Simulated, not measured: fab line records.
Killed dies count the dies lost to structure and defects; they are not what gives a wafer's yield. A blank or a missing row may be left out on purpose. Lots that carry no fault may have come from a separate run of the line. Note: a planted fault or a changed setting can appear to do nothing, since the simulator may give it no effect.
Matching of chambers | flow nand_harc | ald_metal-01 running NHARC_A_CONTACT_ALD_18: 4 sister chambers
The step deposits TiN, target thk 3 nm, pulse time 1 s, ald cycles 150. 16 wafers are shown with their chamber, then 7 later ones without.

## WAFERS WITH THEIR CHAMBER
wafer  | chamber | heater_power_w (W) | precursor_pulse_height_rel
L666.1 | 1       | 1064               | 0.983
L666.3 | 3       | 1107               | 0.990
L666.6 | 1       | 1078               | 0.964
L667.2 | 0       | 1113               | 1.027
L667.3 | 2       | 1250               | 1.005
L667.5 | 0       | 1158               | 1.010
L671.2 | 1       | 1082               | 0.999
L671.3 | 0       | 1142               | 1.009
L671.4 | 3       | 1117               | 0.988
L672.2 | 1       | 1076               | 0.994
L672.3 | 2       | 1281               | 0.977
L672.5 | 0       | 1121               | 0.993
L674.1 | 0       | 1138               | 0.948
L674.3 | 2       | 1234               | 1.016
L674.5 | 2       | 1286               | 1.005
L681.2 | 1       | 1069               | 1.025

SIGNATURES (averages over the wafers above)
reading                    | chamber 0 | chamber 1 | chamber 2 | chamber 3 | scatter within a chamber
heater_power_w             | 1134.40   | 1073.80   | 1262.75   | 1112.00   | 16.8
precursor_pulse_height_rel | 0.99740   | 0.99300   | 1.00075   | 0.98900   | 0.0232
Rule: a wafer lies at a distance from a chamber equal to the root of the sum of squares, over the readings, of (its reading less the chamber's mean, divided by the reading's scatter). The wafer belongs to the nearest chamber; if the next one is less than 2 further off, it can't be placed. The scatter is the square root of a quotient: the sum, over the shown wafers, of each reading's squared deviation from its chamber's mean, divided by wafers minus chambers.

## WAFERS MISSING THEIR CHAMBER
wafer  | heater_power_w (W) | precursor_pulse_height_rel
L681.6 | 1144               | 1.032
L683.1 | 1058               | 0.989
L683.3 | 1236               | 0.984
L683.6 | 1107               | 0.987
L680.2 | 1177               | 1.001
L680.4 | 1066               | 1.005
L680.5 | 1074               | 0.988

## CHAMBER TAKEN BY EACH
wafer  | from the rows above          | in truth
L681.6 | can't be placed: 0 or 3      | 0
L683.1 | 1                            | 1
L683.3 | 2                            | 2
L683.6 | can't be placed: 3 or 0 or 1 | 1
L680.2 | can't be placed: 0 or 3      | 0
L680.4 | 1                            | 1
L680.5 | 1                            | 1
4 of 7 placed correctly. From these rows, 3 cannot be placed; in 3 the true chamber is one of the candidates. 0 placed wrongly.
